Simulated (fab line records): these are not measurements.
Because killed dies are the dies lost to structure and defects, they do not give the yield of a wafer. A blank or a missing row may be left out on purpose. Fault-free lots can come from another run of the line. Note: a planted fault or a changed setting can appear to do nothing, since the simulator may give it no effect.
Struck lot and sound lot, side by side ; flow n5_finfet ; 41 steps out of a route of 1938
Sound: the wafers L484.1, L484.4, L484.5. Wafers L493.1, L493.2, L493.6 were the ones struck. The cause is named last.
For every step that has rows: the tool of each side, followed by ch and its chambers, followed by its first start. Under that, the readings that differ: sound wafers ; struck wafers ; difference of the means ; sigmas: that difference in standard deviations of wafers without a fault.
alike: readings with means less than 2 such deviations apart, plus words and numbers identical on both sides. not compared: withheld readings, readings lacking a value on some wafer, bounds such as >300 that could conceal the same value, and numbers that have no deviation in the record and whose values overlap.
Wherever a step has rows on one side only, a row that says differs or no value, or a row with sigmas, the two part there. When numbers do not overlap yet have no deviation, they are printed without sigmas and do not part them. Lack of a reading on every wafer of one side parts them only where that side has two or more wafers.

first, 9 steps without rows for these wafers: N5_PMOS_HMC_CHANNEL_EPI_SRD_25 (time 30 s); N5_PMOS_HMC_CHANNEL_EPI_EPI_26 (deposits Si from SiH4/H2, target thk 3.8 nm, time 22.7 s); N5_FIN_SAQP_PRECLEAN_42 (cleans in O3/DIW, time 60 s); N5_FIN_SAQP_PRECLEAN_00 (cleans in SC1, time 60 s); N5_FIN_SAQP_PRECLEAN_44 (cleans in SC2, time 45 s); N5_FIN_SAQP_SRD_01 (time 30 s); N5_FIN_SAQP_ALD_61 (deposits SiO2, target thk 4 nm, pulse time 1 s, purge time 2 s); N5_FIN_SAQP_DENSIFY_62 (time 60 s); N5_FIN_SAQP_HM_DEP_03 (deposits SiNx from SiH4/NH3/N2, target thk 38 nm, time 33.6 s).
N5_FIN_SAQP_PECVD_47: deposits a-Si from SiH4/He, target thk 45 nm, time 36.3 s.
  sound on pecvd-02 ch 0,1,2, day 3 09:16; struck on pecvd-02 ch 0,1,2, day 5 15:34
  no value came back on the struck wafers for any of 5 readings (chamber_pressure_Torr (Torr), heater_power_outer_w (W) and others); on the sound wafers chamber_pressure_Torr (Torr) reads 3.008 3.005 3.009
then, 25 steps without rows for these wafers: N5_FIN_SAQP_PECVD_48 (deposits SiNx from SiH4/NH3/N2, target thk 25 nm, time 22.1 s); N5_FIN_SAQP_PECVD_06 (deposits a-Si from SiH4/He, target thk 60 nm, time 48.1 s); N5_FIN_SAQP_HM_DEP_72 (deposits SiO2 from SiH4/N2O, target thk 12 nm, time 7.2 s); N5_FIN_SAQP_COAT_49 (time 60 s, resist thk 100 nm); N5_FIN_SAQP_COAT_50 (time 60 s, resist thk 35 nm); N5_FIN_SAQP_COAT_10 (resist thk 90 nm); N5_FIN_SAQP_EBR_12; N5_FIN_SAQP_SOFTBAKE_11 (time 60 s); N5_FIN_SAQP_EXPOSE_13 (exposes mask FIN CORE, target cd 35.6 nm); N5_FIN_SAQP_PEB_14 (peb time 60 s); N5_FIN_SAQP_DEVELOP_15 (develop time 30 s); N5_FIN_SAQP_DESCUM_21 (chemistry O2, time 7.9 s); N5_FIN_SAQP_ETCH_51 (etches SiARC in CF4, target depth 45.5 nm, time 75.8 s); N5_FIN_SAQP_ETCH_52 (etches SOC in N2/H2, target depth 100 nm, overetch 20 nm, time 150 s); N5_FIN_SAQP_STRIP_53 (strips in N2/H2); N5_FIN_SAQP_HM_OPEN_73 (chemistry CHF3/O2, target SiO2, stops on a-Si, target depth 12 nm, time 16.8 s); N5_FIN_SAQP_STRIP_74 (strips in CHF3/O2); N5_FIN_SAQP_MANDREL_ETCH_22 (etches a-Si in HBr/Cl2, stops on SiNx, target depth 60 nm, bt time 10 s, time 30 s); N5_FIN_SAQP_STRIP_55 (strips in N2/H2); N5_FIN_SAQP_STRIP_23 (strips in SPM, time 750 s); N5_FIN_SAQP_SRD_66 (time 30 s); N5_FIN_SAQP_RECESS_75 (chemistry HF/NH3, target SiO2, target depth 14.4 nm, afs cycles 3, sublimation time 60 s); N5_FIN_SAQP_SPACER1_ALD_24 (deposits SiO2, target thk 20.3 nm, pulse time 1 s, purge time 2 s); N5_FIN_SAQP_SPACER1_ETCHBACK_25 (etches SiO2 in CHF3/O2, target depth 24.4 nm, time 12.2 s); N5_FIN_SAQP_MANDREL1_REMOVE_56 (chemistry HBr/Cl2/O2, target a-Si, stops on SiNx, bt time 10 s).
N5_FIN_SAQP_MANDREL_ETCH_58: etches a-Si in HBr/Cl2, stops on SiNx, target depth 45 nm, bt time 10 s, time 27 s.
  sound on rie_si-02 ch 0,2,3, day 3 16:25; struck on rie_si-02 ch 1,2, day 5 18:47
reading;sound;struck;difference;sigmas
oes_product_au (a.u.);0.694 0.717 0.703;0.309 0.329 0.318;-0.386;-35
throttle_valve_pct (%);36.02 35.82 35.48;36.75 36.25 36.75;+0.81;+3
model.etch.depth_nm (nm);45.13 45.36 45.8;0 0 0;-45;
  alike: drypump_motor_current_A
  not compared: rf_hours_counter_h
N5_FIN_SAQP_MANDREL2_REMOVE_60: chemistry HBr/Cl2/O2, target a-Si, stops on SiNx, bt time 10 s.
  sound on rie_si-06 ch 2,3, day 3 18:29; struck on rie_si-02 ch 1,2, day 5 20:03
reading;sound;struck;difference;sigmas
model.FIN_SAQP.cd_nm (nm);8.2 8 8.2;20.2 20.6 20.4;+12.3;
  alike: drypump_motor_current_A, oes_product_au, throttle_valve_pct
  not compared: rf_hours_counter_h
N5_FIN_SAQP_CD_MEAS_31: the cd target is 8 nm.
  sound on cd_sem-01 ch 0, day 3 18:36; struck on cd_sem-02 ch 0, day 5 20:10
reading;sound;struck;difference;sigmas
cd_nm (nm);8.14 7.96 8.51;- - -;no value on the struck wafers;
N5_FIN_SAQP_ETCH_34: etches SiO2 in C4F6/O2, target depth 45 nm, time 15 s.
  sound on rie_diel-04 ch 0,2,3, day 3 18:43; struck on rie_diel-01 ch 0,3, day 5 20:17
reading;sound;struck;difference;sigmas
model.FIN_SAQP.cd_nm (nm);8.2 8 8.2;20.2 20.6 20.4;+12.3;
  alike: drypump_motor_current_A, etch_rf_on_time_s, oes_product_au, rf_vpp_V, showerhead_plenum_p_Torr, throttle_valve_pct
  not compared: rf_hours_counter_h
N5_BEOL_M4_RC_MEAS_101:
  the record has rows for the sound wafers here (prober-02 ch 0, day 10 00:08) and none for the struck ones
-- here the record skips 11 days between the struck wafers' starts before and after, leaving off in module BEOL_M4 and picking up in module PASSIVATION (first step shown: number 1936 of the route) --
N5_PASSIVATION_PROBE_49:
  only the struck wafers here have rows in the record (prober-02, day 16 11:19); the sound ones have none

== WHERE THEY PART ==
Earliest at N5_FIN_SAQP_PECVD_47; latest, in this record, at N5_PASSIVATION_PROBE_49.

WHY: the cause the simulator had injected
Step skipped in full: pecvd-02, at N5_FIN_SAQP_PECVD_47, from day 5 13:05 onward. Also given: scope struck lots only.
